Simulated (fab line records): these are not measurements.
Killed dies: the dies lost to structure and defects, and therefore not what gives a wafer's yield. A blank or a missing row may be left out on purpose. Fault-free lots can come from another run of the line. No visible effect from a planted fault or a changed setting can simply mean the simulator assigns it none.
The tool behind it: which one? :: flow nand_harc :: 12 lots, 36 wafers sampled, at 5 steps of a route of 1302

WHAT THE GAUGES SHOWED, per wafer
NHARC_END_SORT_01.
lot: L560
measured: day 28 11:41
on: prober-02
defect_limited_yield (%): 0 0 0
killed_at_array: 22 28 22
killed_at_other: 0 0 0
killed_at_periphery: 655 649 655
killed_dies: 677 677 677
killed_open: 6 5 6
killed_short: 2 2 1

lot: L562
measured: day 28 22:23
on: prober-02
defect_limited_yield (%): 0 0 0
killed_at_array: 29 26 37
killed_at_other: 3 0 0
killed_at_periphery: 645 651 640
killed_dies: 677 677 677
killed_open: 2 1 3
killed_short: 2 2 5

lot: L566
measured: day 31 19:34
on: prober-02
defect_limited_yield (%): 91 90 91
killed_at_array: 56 62 56
killed_at_other: 2 4 0
killed_at_periphery: 1 4 3
killed_dies: 59 70 59
killed_open: 1 2 2
killed_short: 2 2 1

WHICH TOOL RAN EACH LOT (tool, then ch and the chambers of the sampled wafers, then the start)
lot: L551
NHARC_P_BONDPAD_DESCUM_11: rie_diel-01 ch 0,2,3, day 7 05:47
NHARC_P_BONDPAD_PVD_27: pvd_sputter-02, day 7 07:04
NHARC_P_BONDPAD_CMP_19: cmp-02 ch 2,3, day 7 07:55
NHARC_P_BONDPAD_ACTIVATE_29: rie_diel-04 ch 0,2, day 7 08:31

lot: L552
NHARC_P_BONDPAD_DESCUM_11: rie_diel-04 ch 1,2, day 7 06:18
NHARC_P_BONDPAD_PVD_27: pvd_sputter-02, day 7 07:31
NHARC_P_BONDPAD_CMP_19: cmp-02 ch 2,3, day 7 08:24
NHARC_P_BONDPAD_ACTIVATE_29: rie_diel-01 ch 0,2,3, day 7 08:59

lot: L553
NHARC_P_BONDPAD_DESCUM_11: rie_diel-04 ch 0,2,3, day 7 22:17
NHARC_P_BONDPAD_PVD_27: pvd_sputter-03, day 7 23:26
NHARC_P_BONDPAD_CMP_19: cmp-02 ch 0,2,3, day 8 00:24
NHARC_P_BONDPAD_ACTIVATE_29: rie_diel-01 ch 0,2,3, day 8 01:00

lot: L554
NHARC_P_BONDPAD_DESCUM_11: rie_diel-04 ch 0,2,3, day 8 03:06
NHARC_P_BONDPAD_PVD_27: pvd_sputter-02, day 8 04:16
NHARC_P_BONDPAD_CMP_19: cmp-04 ch 1,2,3, day 8 05:12
NHARC_P_BONDPAD_ACTIVATE_29: rie_diel-01 ch 0,1, day 8 05:44

lot: L560
NHARC_P_BONDPAD_DESCUM_11: rie_diel-04 ch 0,1,3, day 10 18:32
NHARC_P_BONDPAD_PVD_27: pvd_sputter-03, day 10 19:52
NHARC_P_BONDPAD_CMP_19: cmp-03 ch 0,1, day 10 20:44
NHARC_P_BONDPAD_ACTIVATE_29: rie_diel-04 ch 1,2, day 10 21:18

lot: L562
NHARC_P_BONDPAD_DESCUM_11: rie_diel-01 ch 0,1,3, day 11 14:25
NHARC_P_BONDPAD_PVD_27: pvd_sputter-01, day 11 15:35
NHARC_P_BONDPAD_CMP_19: cmp-03 ch 1,2, day 11 16:26
NHARC_P_BONDPAD_ACTIVATE_29: rie_diel-04 ch 1,2, day 11 17:01

lot: L565
NHARC_P_BONDPAD_DESCUM_11: rie_diel-04 ch 0,3, day 13 09:19
NHARC_P_BONDPAD_PVD_27: pvd_sputter-02, day 13 10:35
NHARC_P_BONDPAD_CMP_19: cmp-03 ch 0,2,3, day 13 11:30
NHARC_P_BONDPAD_ACTIVATE_29: rie_diel-01 ch 0,3, day 13 12:02

lot: L566
NHARC_P_BONDPAD_DESCUM_11: rie_diel-04 ch 0,2, day 13 10:29
NHARC_P_BONDPAD_PVD_27: pvd_sputter-03, day 13 11:43
NHARC_P_BONDPAD_CMP_19: cmp-04 ch 0,1,3, day 13 12:38
NHARC_P_BONDPAD_ACTIVATE_29: rie_diel-04 ch 0,2,3, day 13 13:11

lot: L567
NHARC_P_BONDPAD_DESCUM_11: rie_diel-04 ch 1,2,3, day 13 18:56
NHARC_P_BONDPAD_PVD_27: pvd_sputter-03, day 13 20:06
NHARC_P_BONDPAD_CMP_19: cmp-02 ch 0,1,3, day 13 20:59
NHARC_P_BONDPAD_ACTIVATE_29: rie_diel-04 ch 0,2,3, day 13 21:34

lot: L568
NHARC_P_BONDPAD_DESCUM_11: rie_diel-01 ch 1,2,3, day 14 09:59
NHARC_P_BONDPAD_PVD_27: pvd_sputter-03, day 14 11:08
NHARC_P_BONDPAD_CMP_19: cmp-02 ch 0,2, day 14 12:01
NHARC_P_BONDPAD_ACTIVATE_29: rie_diel-04 ch 0,2,3, day 14 12:37

lot: L571
NHARC_P_BONDPAD_DESCUM_11: rie_diel-04 ch 0,1, day 15 15:39
NHARC_P_BONDPAD_PVD_27: pvd_sputter-02, day 15 16:49
NHARC_P_BONDPAD_CMP_19: cmp-04 ch 2,3, day 15 17:40
NHARC_P_BONDPAD_ACTIVATE_29: rie_diel-04 ch 0,2, day 15 18:16

lot: L572
NHARC_P_BONDPAD_DESCUM_11: rie_diel-01 ch 0,2,3, day 15 19:00
NHARC_P_BONDPAD_PVD_27: pvd_sputter-01, day 15 20:14
NHARC_P_BONDPAD_CMP_19: cmp-04 ch 0,2, day 15 21:05
NHARC_P_BONDPAD_ACTIVATE_29: rie_diel-08 ch 0,1,2, day 15 21:41
- NHARC_P_BONDPAD_DESCUM_11: chemistry O2, time 3 s.
- NHARC_P_BONDPAD_PVD_27: deposits Cu, target thk 30 nm, time 20.49 s.
- NHARC_P_BONDPAD_CMP_19: polishes, t overpolish 30 s, cu recess touch 16 s, target thk 160.81 nm.
- NHARC_P_BONDPAD_ACTIVATE_29: chemistry N2, time 60 s.

AS READ BY THE TOOLS THEMSELVES (means over the sampled wafers that have a number; for cases with no such wafer, the mark the record gives instead)
NHARC_P_BONDPAD_DESCUM_11.
lot: L551
tool: rie_diel-01
chamber_pressure_mTorr (mTorr): 60.02
drypump_motor_current_A (A): 5.9
oes_product_au (a.u.): 1.004
rf_vpp_V (V): 57.6
showerhead_plenum_p_Torr (Torr): 1.96
throttle_valve_pct (%): 11.308

lot: L552
tool: rie_diel-04
chamber_pressure_mTorr (mTorr): 59.98
drypump_motor_current_A (A): 5.7
oes_product_au (a.u.): 0.999
rf_vpp_V (V): 58.0
showerhead_plenum_p_Torr (Torr): 2.04
throttle_valve_pct (%): 11.316

lot: L553
tool: rie_diel-04
chamber_pressure_mTorr (mTorr): 59.96
drypump_motor_current_A (A): 5.2
oes_product_au (a.u.): 1.015
rf_vpp_V (V): 57.8
showerhead_plenum_p_Torr (Torr): 1.94
throttle_valve_pct (%): 11.315

lot: L554
tool: rie_diel-04
chamber_pressure_mTorr (mTorr): 60.01
drypump_motor_current_A (A): 5.3
oes_product_au (a.u.): 1.006
rf_vpp_V (V): 57.9
showerhead_plenum_p_Torr (Torr): 1.94
throttle_valve_pct (%): 11.314

lot: L560
tool: rie_diel-04
chamber_pressure_mTorr (mTorr): 59.99
drypump_motor_current_A (A): 5.4
oes_product_au (a.u.): 1.003
rf_vpp_V (V): 57.4
showerhead_plenum_p_Torr (Torr): 1.93
throttle_valve_pct (%): 11.314

lot: L562
tool: rie_diel-01
chamber_pressure_mTorr (mTorr): 60.05
drypump_motor_current_A (A): 5.6
oes_product_au (a.u.): 0.997
rf_vpp_V (V): 57.4
showerhead_plenum_p_Torr (Torr): 1.95
throttle_valve_pct (%): 11.305

lot: L565
tool: rie_diel-04
chamber_pressure_mTorr (mTorr): 59.99
drypump_motor_current_A (A): 5.1
oes_product_au (a.u.): 1.022
rf_vpp_V (V): 57.2
showerhead_plenum_p_Torr (Torr): 1.88
throttle_valve_pct (%): 11.302

lot: L566
tool: rie_diel-04
chamber_pressure_mTorr (mTorr): 59.94
drypump_motor_current_A (A): 5.2
oes_product_au (a.u.): 1.005
rf_vpp_V (V): 58.5
showerhead_plenum_p_Torr (Torr): 1.99
throttle_valve_pct (%): 11.298

lot: L567
tool: rie_diel-04
chamber_pressure_mTorr (mTorr): 59.99
drypump_motor_current_A (A): 5.6
oes_product_au (a.u.): 1.002
rf_vpp_V (V): 58.0
showerhead_plenum_p_Torr (Torr): 1.99
throttle_valve_pct (%): 11.315

lot: L568
tool: rie_diel-01
chamber_pressure_mTorr (mTorr): 60.02
drypump_motor_current_A (A): 5.8
oes_product_au (a.u.): 0.996
rf_vpp_V (V): 56.8
showerhead_plenum_p_Torr (Torr): 1.90
throttle_valve_pct (%): 11.313

lot: L571
tool: rie_diel-04
chamber_pressure_mTorr (mTorr): 60.03
drypump_motor_current_A (A): 5.2
oes_product_au (a.u.): 1.011
rf_vpp_V (V): 57.9
showerhead_plenum_p_Torr (Torr): 1.93
throttle_valve_pct (%): 11.306

lot: L572
tool: rie_diel-01
chamber_pressure_mTorr (mTorr): 59.98
drypump_motor_current_A (A): 6.0
oes_product_au (a.u.): 1.009
rf_vpp_V (V): 57.3
showerhead_plenum_p_Torr (Torr): 1.96
throttle_valve_pct (%): 11.303

NHARC_P_BONDPAD_PVD_27.
lot: L551
tool: pvd_sputter-02
cathode_dc_power_W (W): 4999.2
chamber_pressure_pa (Pa): 4.999
throttle_valve_pct (%): 30.3

lot: L552
tool: pvd_sputter-02
cathode_dc_power_W (W): 4999.8
chamber_pressure_pa (Pa): 4.998
throttle_valve_pct (%): 30.5

lot: L553
tool: pvd_sputter-03
cathode_dc_power_W (W): 5000.5
chamber_pressure_pa (Pa): 5.001
throttle_valve_pct (%): 30.7

lot: L554
tool: pvd_sputter-02
cathode_dc_power_W (W): 5000.2
chamber_pressure_pa (Pa): 4.999
throttle_valve_pct (%): 30.4

lot: L560
tool: pvd_sputter-03
cathode_dc_power_W (W): -
chamber_pressure_pa (Pa): -
throttle_valve_pct (%): -

lot: L562
tool: pvd_sputter-01
cathode_dc_power_W (W): -
chamber_pressure_pa (Pa): -
throttle_valve_pct (%): -

lot: L565
tool: pvd_sputter-02
cathode_dc_power_W (W): 5000.4
chamber_pressure_pa (Pa): 5.000
throttle_valve_pct (%): 30.6

lot: L566
tool: pvd_sputter-03
cathode_dc_power_W (W): 5000.2
chamber_pressure_pa (Pa): 4.993
throttle_valve_pct (%): 30.5

lot: L567
tool: pvd_sputter-03
cathode_dc_power_W (W): 5001.0
chamber_pressure_pa (Pa): 4.994
throttle_valve_pct (%): 30.2

lot: L568
tool: pvd_sputter-03
cathode_dc_power_W (W): 5000.0
chamber_pressure_pa (Pa): 5.003
throttle_valve_pct (%): 30.7

lot: L571
tool: pvd_sputter-02
cathode_dc_power_W (W): 5000.5
chamber_pressure_pa (Pa): 5.000
throttle_valve_pct (%): 30.4

lot: L572
tool: pvd_sputter-01
cathode_dc_power_W (W): 5000.4
chamber_pressure_pa (Pa): 5.006
throttle_valve_pct (%): 29.8

NHARC_P_BONDPAD_CMP_19.
lot: L551
tool: cmp-02
edge_zone_pressure_frac: 0.994
motor_current_A (A): 11.2
overpolish_run_s (s): 30.004

lot: L552
tool: cmp-02
edge_zone_pressure_frac: 1.001
motor_current_A (A): 11.4
overpolish_run_s (s): 29.991

lot: L553
tool: cmp-02
edge_zone_pressure_frac: 0.995
motor_current_A (A): 11.8
overpolish_run_s (s): 29.996

lot: L554
tool: cmp-04
edge_zone_pressure_frac: 1.001
motor_current_A (A): 12.2
overpolish_run_s (s): 29.994

lot: L560
tool: cmp-03
edge_zone_pressure_frac: 1.008
motor_current_A (A): 12.0
overpolish_run_s (s): 30.005

lot: L562
tool: cmp-03
edge_zone_pressure_frac: 0.998
motor_current_A (A): 11.5
overpolish_run_s (s): 29.995

lot: L565
tool: cmp-03
edge_zone_pressure_frac: 1.000
motor_current_A (A): 11.3
overpolish_run_s (s): 30.004

lot: L566
tool: cmp-04
edge_zone_pressure_frac: 1.002
motor_current_A (A): 12.3
overpolish_run_s (s): 29.993

lot: L567
tool: cmp-02
edge_zone_pressure_frac: 1.000
motor_current_A (A): 12.6
overpolish_run_s (s): 29.996

lot: L568
tool: cmp-02
edge_zone_pressure_frac: 0.999
motor_current_A (A): 11.7
overpolish_run_s (s): 29.995

lot: L571
tool: cmp-04
edge_zone_pressure_frac: 1.003
motor_current_A (A): 12.4
overpolish_run_s (s): 30.010

lot: L572
tool: cmp-04
edge_zone_pressure_frac: 1.000
motor_current_A (A): 10.3
overpolish_run_s (s): 30.009

NHARC_P_BONDPAD_ACTIVATE_29.
lot: L551
tool: rie_diel-04
drypump_motor_current_A (A): 5.2
n2_flow_sccm (sccm): 199.9
oes_product_au (a.u.): 1.007
rf_vpp_V (V): 65.1
showerhead_plenum_p_Torr (Torr): 1.84

lot: L552
tool: rie_diel-01
drypump_motor_current_A (A): 5.9
n2_flow_sccm (sccm): 200.7
oes_product_au (a.u.): 0.995
rf_vpp_V (V): 63.7
showerhead_plenum_p_Torr (Torr): 1.81

lot: L553
tool: rie_diel-01
drypump_motor_current_A (A): 5.9
n2_flow_sccm (sccm): 199.7
oes_product_au (a.u.): 1.000
rf_vpp_V (V): 65.0
showerhead_plenum_p_Torr (Torr): 1.81

lot: L554
tool: rie_diel-01
drypump_motor_current_A (A): 5.2
n2_flow_sccm (sccm): 199.8
oes_product_au (a.u.): 1.005
rf_vpp_V (V): 64.2
showerhead_plenum_p_Torr (Torr): 1.78

lot: L560
tool: rie_diel-04
drypump_motor_current_A (A): 5.5
n2_flow_sccm (sccm): 199.9
oes_product_au (a.u.): 0.987
rf_vpp_V (V): 65.4
showerhead_plenum_p_Torr (Torr): 1.89

lot: L562
tool: rie_diel-04
drypump_motor_current_A (A): 5.5
n2_flow_sccm (sccm): 199.8
oes_product_au (a.u.): 0.996
rf_vpp_V (V): 65.2
showerhead_plenum_p_Torr (Torr): 1.89

lot: L565
tool: rie_diel-01
drypump_motor_current_A (A): 5.7
n2_flow_sccm (sccm): 199.4
oes_product_au (a.u.): 1.003
rf_vpp_V (V): 64.4
showerhead_plenum_p_Torr (Torr): 1.86

lot: L566
tool: rie_diel-04
drypump_motor_current_A (A): 5.3
n2_flow_sccm (sccm): 200.6
oes_product_au (a.u.): 1.008
rf_vpp_V (V): 64.2
showerhead_plenum_p_Torr (Torr): 1.78

lot: L567
tool: rie_diel-04
drypump_motor_current_A (A): 5.3
n2_flow_sccm (sccm): 199.6
oes_product_au (a.u.): 1.006
rf_vpp_V (V): 64.7
showerhead_plenum_p_Torr (Torr): 1.78

lot: L568
tool: rie_diel-04
drypump_motor_current_A (A): 5.3
n2_flow_sccm (sccm): 199.9
oes_product_au (a.u.): 1.006
rf_vpp_V (V): 63.3
showerhead_plenum_p_Torr (Torr): 1.78

lot: L571
tool: rie_diel-04
drypump_motor_current_A (A): 5.2
n2_flow_sccm (sccm): 199.3
oes_product_au (a.u.): 1.002
rf_vpp_V (V): 63.4
showerhead_plenum_p_Torr (Torr): 1.84

lot: L572
tool: rie_diel-08
drypump_motor_current_A (A): 6.0
n2_flow_sccm (sccm): 199.8
oes_product_au (a.u.): 1.003
rf_vpp_V (V): 64.3
showerhead_plenum_p_Torr (Torr): 1.80

THE ANSWER, worked out from the rows above alone
Rule: the usual values come from the lots themselves. Put in order of their means at a reading, lots are off if they are a third of the lots or fewer, leave a main group of 4 or more, and stand apart from it by a gap of 3 or more times the standard deviation of the main group's means; of several such gaps the widest counts. If all means in a main group match to the digits the tables above print for the reading, that group is not used. Also off: a lot with no number at a reading for which 4 or more lots have one. The other lots that the step has rows for count as sound. First the gauges in route order, then the tools' own readings, where a lot's mean is used as printed above. At the first step where some lot is off, the reading lying furthest off is the one used; lots without a number count as furthest.
Off: L560, L562, at NHARC_P_BONDPAD_PVD_27 (cathode_dc_power_W). Without a number there: L560, L562. Main group: mean 5000.2 W, sd 0.46.
A tool fits if, at that step or a process step before it, it ran every lot that is off, and no sound lot after the first of them. Of those tried, none fits.

WHAT THE SIMULATOR HAD PUT IN
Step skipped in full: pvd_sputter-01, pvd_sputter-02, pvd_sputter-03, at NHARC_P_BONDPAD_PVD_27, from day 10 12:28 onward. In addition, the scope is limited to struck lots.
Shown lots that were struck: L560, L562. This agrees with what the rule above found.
